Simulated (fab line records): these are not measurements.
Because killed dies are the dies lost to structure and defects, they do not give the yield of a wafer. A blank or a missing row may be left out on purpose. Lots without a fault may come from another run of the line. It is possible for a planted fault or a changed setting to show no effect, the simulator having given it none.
fab line records -- flow n5_finfet
record lots=5, wafers=15, last_day=17
route steps=1938 shown BEOL_M1@783
lots untouched by any fault: they come from a run of this same line in which no faults occurred
start_h: the number of hours between the record's first day and the start of the first shown wafer of the lot -- wait_h: hours elapsed since this lot's preceding step -- " repeats the value in the row above -- L1.1+2: several wafers, shown together as one row -- - no value, or no start was given -- * or withheld: withheld -- < > ~ a bound
route shown NAME@n: NAME is a module with steps in the file, n the number in the route of the first one -- usual: average and standard deviation across the fault-free wafers -- same: alike in all rows -- chamber/n: place in a boat -- sites: per-site readings -- _std_site: their standard deviation -- _edge_site: mean of outer sites minus mean of inner sites -- radius_mm: how far each site lies from the wafer's centre -- mask NAME#n: copy n -- behind: the last tool/chamber to shape the wafer -- hold: the reason the lot was held/the length of the hold in hours/how it ended -- device: whichever transistor did not switch (one of n, p or np) -- end of line: the route-end tests of the same wafers -- a step with no rows: only its recipe -- killed: dies lost to structure and defects at the first sort, not the wafer's yield -- map: the dies of a wafer, with x for killed, . for not killed, _ for no die there
set.NAME: the run value of the setting; set.NAME@STEP: its run value at that earlier step -- model.NAME: the simulator's own value behind a step, which no gauge read
lots seen at some steps along the route; tables by step, rows by wafer
services: a tool's chamber out of use, with start hour (start_h, from the record's first day; less than 0 if before it), hours out, and reason
## steps
# step N5_BEOL_M1_EXPOSE_25
# recipe mask_id=V0, na=0.33, source_shape=quasar, sigma_inner=0.2, sigma_outer=0.8, polarization=unpolarized, defocus_nm=5, target_cd_nm=24, dose_mj=63
lot.wafer,tool,chamber,start_h,wait_h,mask
L079.2+3+6,euv_scanner-01,0,148.46,-,V0#0
L081.2+4+5,euv_scanner-02,0,171.57,-,V0#0
L084.1+4+5,euv_scanner-01,0,184.78,-,V0#0
L088.2+3+6,euv_scanner-01,0,206.90,-,V0#0
L092.3+4+6,euv_scanner-01,0,228.48,-,V0#0
# step N5_BEOL_M1_PEB_26
# recipe peb_temp_c=100, peb_time_s=60, resist=CAR-EUV
lot.wafer,tool,chamber,start_h,wait_h
L079.2+3+6,litho_track-03,0,148.53,0.1
L081.2+4+5,litho_track-01,0,171.64,0.1
L084.1+4+5,litho_track-02,0,184.85,0.1
L088.2+3+6,litho_track-03,0,206.97,0.1
L092.3+4+6,litho_track-03,0,228.54,0.1
# step N5_BEOL_M1_DEVELOP_27
# recipe develop_time_s=30, developer=TMAH, resist=CAR-EUV, rinse_liquid=surfactant_rinse, dry=air_spin, dev_temp_c=23
# same develop_time_s=30
lot.wafer,tool,chamber,start_h,wait_h
L079.2+3+6,litho_track-03,0,-,-
L081.2+4+5,litho_track-01,0,-,-
L084.1+4+5,litho_track-02,0,-,-
L088.2+3+6,litho_track-03,0,-,-
L092.3+4+6,litho_track-03,0,-,-
# step N5_BEOL_M1_CD_MEAS_28
# recipe landing_energy_ev=500, detector=se_inlens, target_cd_y_nm=23.3
# usual cd_nm=23.98/0.23
lot.wafer,tool,chamber,start_h,wait_h,cd_nm
L079.2,cd_sem-02,0,148.59,-,24.27
L079.3,cd_sem-02,0,148.59,-,23.90
L079.6,cd_sem-02,0,148.59,-,24.15
L081.2,cd_sem-02,0,171.71,-,24.20
L081.4,cd_sem-02,0,171.71,-,24.23
L081.5,cd_sem-02,0,171.71,-,24.10
L084.1,cd_sem-02,0,184.92,-,23.71
L084.4,cd_sem-02,0,184.92,-,24.15
L084.5,cd_sem-02,0,184.92,-,24.10
L088.2,cd_sem-01,0,207.04,-,23.95
L088.3,cd_sem-01,0,207.04,-,23.87
L088.6,cd_sem-01,0,207.04,-,23.73
L092.3,cd_sem-02,0,228.61,-,23.98
L092.4,cd_sem-02,0,228.61,-,23.77
L092.6,cd_sem-02,0,228.61,-,23.54
# step N5_BEOL_M1_OVL_MEAS_29
# recipe points_per_wafer=522
# usual V0_OVL=-0.7/0.58
lot.wafer,tool,chamber,start_h,wait_h,V0_OVL[nm]
L079.2,overlay-01,0,148.63,0.0,-1.3
L079.3,overlay-01,0,148.63,0.0,-0.1
L079.6,overlay-01,0,148.63,0.0,0.2
L081.2,overlay-01,0,171.74,0.0,-0.2
L081.4,overlay-01,0,171.74,0.0,-1.7
L081.5,overlay-01,0,171.74,0.0,-1.2
L084.1,overlay-02,0,184.96,0.0,-0.4
L084.4,overlay-02,0,184.96,0.0,-0.6
L084.5,overlay-02,0,184.96,0.0,-1.0
L088.2,overlay-02,0,207.07,0.0,-1.2
L088.3,overlay-02,0,207.07,0.0,-1.6
L088.6,overlay-02,0,207.07,0.0,0.1
L092.3,overlay-01,0,228.65,0.0,-1.5
L092.4,overlay-01,0,228.65,0.0,-1.5
L092.6,overlay-01,0,228.65,0.0,-0.1
# step N5_BEOL_M1_INSPECT_30
# recipe mode=adi, inspect_instrument=brightfield
# usual raw_defect_count=407/88
lot.wafer,tool,chamber,start_h,wait_h,raw_defect_count
L079.2,defect_inspect-02,-,148.68,0.0,486
L079.3,defect_inspect-02,-,148.68,0.0,519
L079.6,defect_inspect-02,-,148.68,0.0,341
L081.2,defect_inspect-02,-,171.80,0.0,435
L081.4,defect_inspect-02,-,171.80,0.0,328
L081.5,defect_inspect-02,-,171.80,0.0,604
L084.1,defect_inspect-01,-,185.02,0.1,287
L084.4,defect_inspect-01,-,185.02,0.1,244
L084.5,defect_inspect-01,-,185.02,0.1,328
L088.2,defect_inspect-02,-,207.13,0.0,396
L088.3,defect_inspect-02,-,207.13,0.0,366
L088.6,defect_inspect-02,-,207.13,0.0,337
L092.3,defect_inspect-02,-,228.70,0.0,460
L092.4,defect_inspect-02,-,228.70,0.0,430
L092.6,defect_inspect-02,-,228.70,0.0,461
# step N5_BEOL_M1_DESCUM_33
# recipe chemistry=O2, time_s=7, source_power_w=50, bias_power_w=20, pressure_mtorr=20, rf_frequency_hz=2.712e+07, temp_c=40, resist=CAR-EUV, o2_flow_sccm=225
# usual bias_power_w=20.00/0.061, drypump_motor_current_A=5.7/0.44, oes_product_au=0.81/0.066, rf_vpp_V=243.2/1.4, showerhead_plenum_p_Torr=2.10/0.076, temp_c=40.00/0.11, throttle_valve_pct=20.38/0.2
lot.wafer,tool,chamber,start_h,wait_h,bias_power_w,drypump_motor_current_A,oes_product_au,rf_hours_counter_h,rf_vpp_V,showerhead_plenum_p_Torr,temp_c,throttle_valve_pct
L079.2,rie_diel-01,1,148.71,0.0,19.99,6.3,0.86,45,243.1,2.03,40.14,20.03
L079.3,rie_diel-01,3,148.71,0.0,19.93,6.0,0.79,140,243.8,2.10,40.02,20.27
L079.6,rie_diel-01,1,148.71,0.0,19.95,6.3,0.86,-,242.3,2.03,40.23,20.02
L081.2,rie_diel-04,2,172.06,0.3,20.05,5.6,0.94,9,245.2,2.23,39.93,20.04
L081.4,rie_diel-04,3,172.06,0.3,20.03,5.7,0.68,248,241.2,1.99,40.12,20.70
L081.5,rie_diel-04,1,172.06,0.3,20.08,5.8,0.87,-,245.1,2.22,39.95,20.44
L084.1,rie_diel-04,0,185.11,0.1,19.93,5.1,0.76,161,242.8,2.09,39.99,20.32
L084.4,rie_diel-04,1,185.11,0.1,20.01,5.8,0.86,-,246.4,2.22,40.13,20.48
L084.5,rie_diel-04,2,185.11,0.1,20.07,5.6,0.92,-,245.0,2.23,39.77,20.04
L088.2,rie_diel-01,3,207.16,0.0,20.01,6.0,0.78,159,242.2,2.09,39.87,20.31
L088.3,rie_diel-01,1,207.16,0.0,20.11,6.3,0.83,71,242.0,2.02,40.13,20.07
L088.6,rie_diel-01,1,207.16,0.0,20.06,6.3,0.83,-,243.5,2.02,40.09,20.08
L092.3,rie_diel-01,2,228.73,0.0,20.03,5.2,0.80,121,241.6,2.03,39.83,20.63
L092.4,rie_diel-01,3,228.73,0.0,19.98,6.0,0.76,-,243.6,2.09,39.97,20.32
L092.6,rie_diel-01,1,228.73,0.0,20.03,6.4,0.82,-,243.1,2.02,39.96,20.11
# step N5_BEOL_M1_ETCH_77
# recipe chemistry=N2/H2, target=underlayer, target_depth_a=65, mask_material=CAR-EUV, time_s=5.2, ion_energy_ev=200, pressure_mtorr=30, source_w=840, bias_w=150, n2_flow_sccm=200, h2_flow_sccm=200, ends=cleared
# usual drypump_motor_current_A=5.7/0.44, etch_rf_on_time_s=5.16/0.12, h2_flow_sccm=200.0/0.61, oes_product_au=0.68/0.054, rf_vpp_V=523.9/2.9, showerhead_plenum_p_Torr=2.55/0.096, throttle_valve_pct=17.76/0.19
lot.wafer,tool,chamber,start_h,wait_h,drypump_motor_current_A,etch_rf_on_time_s,h2_flow_sccm,oes_product_au,rf_hours_counter_h,rf_vpp_V,showerhead_plenum_p_Torr,throttle_valve_pct
L079.2,rie_diel-01,1,148.75,0.0,6.3,5.24,201.0,0.72,45,523.3,2.49,17.65
L079.3,rie_diel-01,3,148.75,0.0,6.0,5.26,200.6,0.66,140,525.4,2.54,17.58
L079.6,rie_diel-01,1,148.75,0.0,6.4,5.19,200.6,0.73,-,522.2,2.49,17.64
L081.2,rie_diel-04,2,172.10,0.0,5.6,5.24,200.2,0.78,9,528.7,2.70,17.33
L081.4,rie_diel-04,3,172.10,0.0,5.7,5.34,200.2,0.58,248,519.4,2.38,17.89
L081.5,rie_diel-04,1,172.10,0.0,5.9,5.06,199.9,0.74,-,527.2,2.70,17.88
L084.1,rie_diel-04,0,185.14,0.0,5.1,4.94,201.4,0.64,161,523.6,2.52,17.65
L084.4,rie_diel-04,1,185.14,0.0,5.8,5.03,199.8,0.75,-,528.4,2.69,17.85
L084.5,rie_diel-04,2,185.14,0.0,5.6,5.07,199.5,0.77,-,528.5,2.70,17.34
L088.2,rie_diel-01,3,207.19,0.0,6.0,5.28,199.6,0.65,159,522.6,2.53,17.62
L088.3,rie_diel-01,1,207.19,0.0,6.3,5.24,200.7,0.70,71,520.5,2.48,17.68
L088.6,rie_diel-01,1,207.19,0.0,6.3,5.26,200.0,0.70,-,524.4,2.48,17.64
L092.3,rie_diel-01,2,228.76,0.0,5.1,5.18,199.7,0.67,121,520.0,2.45,17.94
L092.4,rie_diel-01,3,228.76,0.0,6.0,5.27,200.1,0.63,-,523.3,2.53,17.62
L092.6,rie_diel-01,1,228.76,0.0,6.3,5.26,199.1,0.68,-,521.3,2.47,17.65
# step N5_BEOL_M1_ETCH_69
# recipe chemistry=CF4, target=SiARC, target_depth_a=156, mask_material=CAR-EUV, time_s=26, ion_energy_ev=80, pressure_mtorr=40, source_w=545, bias_w=36, Ar_flow_sccm=100, cf4_flow_sccm=100, ends=cleared
# usual drypump_motor_current_A=5.7/0.44, etch_rf_on_time_s=25.8/0.57, oes_product_au=0.69/0.055, rf_vpp_V=184.2/1.2, showerhead_plenum_p_Torr=2.15/0.074, throttle_valve_pct=15.57/0.15
lot.wafer,tool,chamber,start_h,wait_h,drypump_motor_current_A,etch_rf_on_time_s,oes_product_au,rf_hours_counter_h,rf_vpp_V,showerhead_plenum_p_Torr,throttle_valve_pct
L079.2,rie_diel-01,1,148.77,0.0,6.3,26.1,0.74,45,183.8,2.11,15.32
L079.3,rie_diel-01,3,148.77,0.0,6.0,26.1,0.66,140,184.2,2.16,15.53
L079.6,rie_diel-01,1,148.77,0.0,6.3,26.0,0.73,-,181.8,2.11,15.33
L081.2,rie_diel-04,2,172.11,0.0,5.6,25.8,0.80,9,186.5,2.28,15.27
L081.4,rie_diel-04,3,172.11,0.0,5.7,26.0,0.58,248,183.0,2.02,15.79
L081.5,rie_diel-04,1,172.11,0.0,5.8,25.1,0.75,-,186.5,2.27,15.60
L084.1,rie_diel-04,0,185.16,0.0,5.1,25.6,0.64,161,185.9,2.14,15.55
L084.4,rie_diel-04,1,185.16,0.0,5.8,25.3,0.74,-,185.0,2.27,15.60
L084.5,rie_diel-04,2,185.16,0.0,5.5,25.9,0.77,-,185.4,2.28,15.28
L088.2,rie_diel-01,3,207.21,0.0,6.0,26.8,0.65,159,182.7,2.15,15.57
L088.3,rie_diel-01,1,207.21,0.0,6.3,26.5,0.70,71,184.1,2.10,15.36
L088.6,rie_diel-01,1,207.21,0.0,6.3,26.5,0.70,-,183.3,2.10,15.36
L092.3,rie_diel-01,2,228.78,0.0,5.1,26.0,0.68,121,182.5,2.08,15.71
L092.4,rie_diel-01,3,228.78,0.0,6.0,26.3,0.64,-,184.3,2.15,15.59
L092.6,rie_diel-01,1,228.78,0.0,6.4,26.2,0.70,-,183.0,2.10,15.39
# step N5_BEOL_M1_ALD_98
# recipe material=SiO2, target_thk_a=25, temp_c=100, ald_precursor_family=BDEAS, ald_co_reactant=O2-plasma, pulse_time_s=1, co_reactant_pulse_time_s=1, purge_time_s=2, co_reactant_purge_time_s=2, ald_cycles=17, pressure_torr=2
# usual heater_power_w=80/10, precursor_pulse_height_rel=1.001/0.02
lot.wafer,tool,chamber,start_h,wait_h,heater_power_w,precursor_pulse_height_rel
L079.2,ald_sin-02,1,148.85,0.1,77,1.004
L079.3,ald_sin-02,2,148.85,0.1,79,1.003
L079.6,ald_sin-02,0,148.85,0.1,94,0.963
L081.2,ald_sin-02,2,172.20,0.1,81,0.991
L081.4,ald_sin-02,3,172.20,0.1,83,1.028
L081.5,ald_sin-02,0,172.20,0.1,94,0.986
L084.1,ald_sin-02,2,185.69,0.5,81,1.011
L084.4,ald_sin-02,1,185.69,0.5,81,1.012
L084.5,ald_sin-02,2,185.69,0.5,79,0.953
L088.2,ald_sin-04,1,207.29,0.1,83,0.981
L088.3,ald_sin-04,2,207.29,0.1,90,1.014
L088.6,ald_sin-04,3,207.29,0.1,71,1.003
L092.3,ald_sin-04,3,228.86,0.1,73,1.036
L092.4,ald_sin-04,0,228.86,0.1,77,0.986
L092.6,ald_sin-04,2,228.86,0.1,88,1.004
# step N5_BEOL_M1_ETCHBACK_99
# recipe chemistry=CHF3, target=SiO2, target_depth_a=50, time_s=10.4, source_w=215, bias_w=47, Ar_flow_sccm=200, CHF3_flow_sccm=12, ion_energy_ev=100, pressure_mtorr=30
# usual drypump_motor_current_A=5.7/0.42, oes_product_au=0.82/0.071, rf_vpp_V=239/4.6, showerhead_plenum_p_Torr=2.17/0.076, throttle_valve_pct=17.00/0.17
lot.wafer,tool,chamber,start_h,wait_h,drypump_motor_current_A,oes_product_au,rf_hours_counter_h,rf_vpp_V,showerhead_plenum_p_Torr,throttle_valve_pct
L079.2,rie_diel-04,3,153.87,5.0,5.7,0.69,242,239,2.03,17.19
L079.3,rie_diel-04,2,153.87,5.0,5.6,0.96,2,247,2.30,16.69
L079.6,rie_diel-04,3,153.87,5.0,5.7,0.68,-,240,2.03,17.19
L081.2,rie_diel-01,2,174.41,2.2,5.1,0.82,99,236,2.10,17.18
L081.4,rie_diel-01,3,174.41,2.2,6.0,0.78,-,239,2.17,17.05
L081.5,rie_diel-01,2,174.41,2.2,5.2,0.81,-,235,2.10,17.17
L084.1,rie_diel-04,1,189.36,3.6,5.9,0.86,53,243,2.27,17.02
L084.4,rie_diel-04,2,189.36,3.6,5.6,0.92,15,247,2.29,16.71
L084.5,rie_diel-04,3,189.36,3.6,5.7,0.97,-,243,2.29,16.78
L088.2,rie_diel-01,3,209.37,2.0,6.0,0.77,160,240,2.17,17.08
L088.3,rie_diel-01,2,209.37,2.0,5.1,0.80,114,236,2.09,17.20
L088.6,rie_diel-01,2,209.37,2.0,5.1,0.79,-,236,2.09,17.21
L092.3,rie_diel-05,3,229.80,0.9,6.2,0.70,238,233,2.19,17.08
L092.4,rie_diel-05,1,229.80,0.9,6.1,0.77,124,239,2.09,17.23
L092.6,rie_diel-05,2,229.80,0.9,5.3,0.78,-,249,2.15,17.22
# step N5_BEOL_M1_ETCH_70
# recipe chemistry=N2/H2, target=SOC, target_depth_a=800, overetch_a=160, mask_material=SiARC, temp_c=40, time_s=120, ion_energy_ev=200, pressure_mtorr=30, source_w=840, bias_w=150, n2_flow_sccm=200, h2_flow_sccm=200
# usual drypump_motor_current_A=5.7/0.42, h2_flow_sccm=200.0/0.56, oes_product_au=0.62/0.052, rf_vpp_V=524.3/3, showerhead_plenum_p_Torr=2.55/0.097, temp_c=40.00/0.11, throttle_valve_pct=17.69/0.19
lot.wafer,tool,chamber,start_h,wait_h,drypump_motor_current_A,h2_flow_sccm,oes_product_au,rf_hours_counter_h,rf_vpp_V,showerhead_plenum_p_Torr,temp_c,throttle_valve_pct
L079.2,rie_diel-04,3,153.91,0.0,5.7,200.1,0.52,242,518.6,2.38,40.24,17.84
L079.3,rie_diel-04,2,153.91,0.0,5.6,200.4,0.72,2,528.6,2.71,39.99,17.30
L079.6,rie_diel-04,3,153.91,0.0,5.7,199.9,0.53,-,519.2,2.38,40.17,17.84
L081.2,rie_diel-01,2,174.45,0.0,5.2,199.5,0.61,99,521.4,2.46,39.89,17.83
L081.4,rie_diel-01,3,174.45,0.0,6.0,198.6,0.60,-,524.6,2.54,39.86,17.57
L081.5,rie_diel-01,2,174.45,0.0,5.2,200.0,0.62,-,520.4,2.46,40.06,17.86
L084.1,rie_diel-04,1,189.40,0.0,5.9,200.7,0.65,53,529.1,2.69,40.11,17.80
L084.4,rie_diel-04,2,189.40,0.0,5.5,200.4,0.69,15,528.2,2.70,39.78,17.33
L084.5,rie_diel-04,3,189.40,0.0,5.7,199.9,0.74,-,529.2,2.70,39.94,17.46
L088.2,rie_diel-01,3,209.41,0.0,6.0,200.2,0.59,160,523.3,2.53,40.07,17.57
L088.3,rie_diel-01,2,209.41,0.0,5.1,199.2,0.61,114,521.0,2.45,39.99,17.86
L088.6,rie_diel-01,2,209.41,0.0,5.1,199.4,0.61,-,520.9,2.45,40.05,17.87
L092.3,rie_diel-05,3,229.84,0.0,6.2,199.8,0.54,238,526.7,2.61,39.85,17.92
L092.4,rie_diel-05,1,229.84,0.0,6.1,199.9,0.59,124,520.5,2.44,40.28,17.83
L092.6,rie_diel-05,2,229.84,0.0,5.3,200.6,0.60,-,524.6,2.57,40.09,18.08
# step N5_BEOL_M1_STRIP_71
# recipe chemistry=N2/H2, temp_c=40, n2_flow_sccm=200, h2_flow_sccm=200, rf_frequency_hz=6e+07
lot.wafer,tool,chamber,start_h,wait_h
L079.2+3+6,rie_diel-04,"3,2,3",153.99,0.0
L081.2+4+5,rie_diel-01,"2,3,2",174.53,0.0
L084.1+4+5,rie_diel-04,"1,2,3",189.48,0.0
L088.2+3+6,rie_diel-01,"3,2,2",209.49,0.0
L092.3+4+6,rie_diel-05,"3,1,2",229.92,0.0
## services
tool,chamber,start_h,hours,kind
rie_diel-05,1,126.84,5.4,repair
euv_scanner-01,-,132.75,1.0,pm
ald_sin-04,1,137.93,12.3,repair
ald_sin-02,-,140.54,0.7,repair
euv_scanner-02,-,147.65,1.0,pm
rie_diel-01,3,154.67,14.1,repair
euv_scanner-02,-,166.41,4.6,pm
ald_sin-04,-,173.10,6.0,pm
rie_diel-04,3,176.15,-,clean
rie_diel-04,3,176.15,-,consumable_replace:focus_ring
rie_diel-04,3,176.15,-,consumable_replace:showerhead
ald_sin-04,-,179.10,14.0,pm
ald_sin-04,0,179.10,14.0,vent_cycle
litho_track-03,-,181.99,-,consumable_replace:filter
euv_scanner-02,-,183.17,1.1,repair
euv_scanner-01,-,187.69,1.0,repair
euv_scanner-01,-,188.90,1.0,pm
euv_scanner-02,-,192.83,1.5,repair
euv_scanner-02,-,196.34,3.4,repair
rie_diel-04,0,202.29,6.5,repair
euv_scanner-02,-,203.80,1.0,pm
rie_diel-05,2,205.97,1.6,repair
ald_sin-02,-,212.74,1.2,repair
rie_diel-05,-,216.89,0.8,repair
## key
fault none
